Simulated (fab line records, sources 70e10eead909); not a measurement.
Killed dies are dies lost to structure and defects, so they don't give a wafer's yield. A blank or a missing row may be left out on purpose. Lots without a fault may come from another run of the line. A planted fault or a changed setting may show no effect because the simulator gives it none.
Problem report in the 8D (eight disciplines) form, filled by code | flow nand_harc | the parts of the form that need people (team, actions taken, sign-off) are left out

1. THE PROBLEM
cd_nm at NHARC_P_M0_CD_MEAS_09 reads a mean of 84.5 nm on 3 wafers of 2 lots; wafers without a fault read 89.9 nm with a standard deviation of 0.57. That is -9.5 standard deviations from the usual mean.
The step: target cd 90 nm.
First seen on wafer L456.2, day 9 16:35, on cd_sem-03. The record holds 33 wafers of 11 lots with a number at this step. Rule for "out", or "out of limits": more than 4 standard deviations from the usual mean. The other wafers with a number count as sound.

2. WHAT IT IS AND WHAT IT IS NOT
question                    | is                     | is not
which readings at this step | cd_nm                  | -
which lots                  | L456, L461             | L443, L445, L446, L448, L449, L454, L455, L463, L465
which wafers of those lots  | L456.2, L461.1, L461.6 | L456.3, L456.4, L461.4
read on which gauges        | cd_sem-02, cd_sem-03   | cd_sem-01
when                        | from day 9 16:35       | up to then (23 sound wafers); but 7 sound wafers of L461, L463, L465 came after

3. SUSPECTS, AND WHAT RULES EACH OUT
Counting: a tool at a process step up to the reading stays a suspect if it ran every lot that is out. Sound lots after the first of them don't rule it out here, since some wafers of a struck lot are sound.
- the gauge at NHARC_P_M0_CD_MEAS_09: ruled out. The wafers that are out were read on 2 gauges (cd_sem-02, cd_sem-03).
- cmp-02 at NHARC_P_CONTACT_CMP_24 (polishes, t overpolish 30 s, target thk 200 nm): kept. It ran every lot that is out, first L456 (day 9 15:16); its last sound lot up to then is L448 (day 7 18:27).
- litho_track-04 at NHARC_P_M0_PEB_07 (peb time 65 s): kept. It ran every lot that is out, first L456 (day 9 16:30); its last sound lot up to then is L454 (day 9 02:29). Its own readings are out on those wafers: heater_power_total_W.
Left after counting: cmp-02 at NHARC_P_CONTACT_CMP_24, litho_track-04 at NHARC_P_M0_PEB_07.

4. THE CAUSE (what the simulator had put in)
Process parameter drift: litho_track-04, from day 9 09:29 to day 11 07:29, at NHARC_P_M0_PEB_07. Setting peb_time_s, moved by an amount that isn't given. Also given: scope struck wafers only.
Counting left 2 suspects, and this tool is among them.

5. THE CHAIN OF EFFECTS, in route order
Each row: a reading whose mean over the struck wafers that have a number lies more than 3 standard deviations from the usual. Only readings for which the record gives a usual standard deviation are gone through. hours: the time from each lot's start at the first step in this table that gives one to its start at this step, as a median over the lots. sigmas: the change in usual standard deviations.
hours | step                  | reading              | usual   | on struck wafers | change | sigmas
0     | NHARC_P_M0_PEB_07     | heater_power_total_W | 156.6 W | 167.7            | +11.1  | +27
0     | NHARC_P_M0_CD_MEAS_09 | cd_nm                | 89.9 nm | 84.5             | -5.4   | -9.5
1     | NHARC_P_M0_CD_MEAS_16 | cd_nm                | 89.5 nm | 84.4             | -5.1   | -7.2
The process steps in it:
- NHARC_P_M0_PEB_07: peb time 65 s.
Later measuring or inspecting steps at which every struck wafer that the step has a row for has a number for every such reading, and none has moved that far: NHARC_END_SORT_01.

6. WHAT WOULD HAVE CAUGHT IT SOONER
In this record the first reading out of limits at a measuring or inspecting step was taken at day 9 16:35, 7 hours after the fault began at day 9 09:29.
The tool's own readings at NHARC_P_M0_PEB_07 were out on every struck wafer that the step has a row for (heater_power_total_W): an alarm limit on them would have fired on the first of those.
Of the lots that are out (2), L461 began NHARC_P_M0_PEB_07 on litho_track-04 after day 9 16:35. A hold on the tool at that time would have spared it.
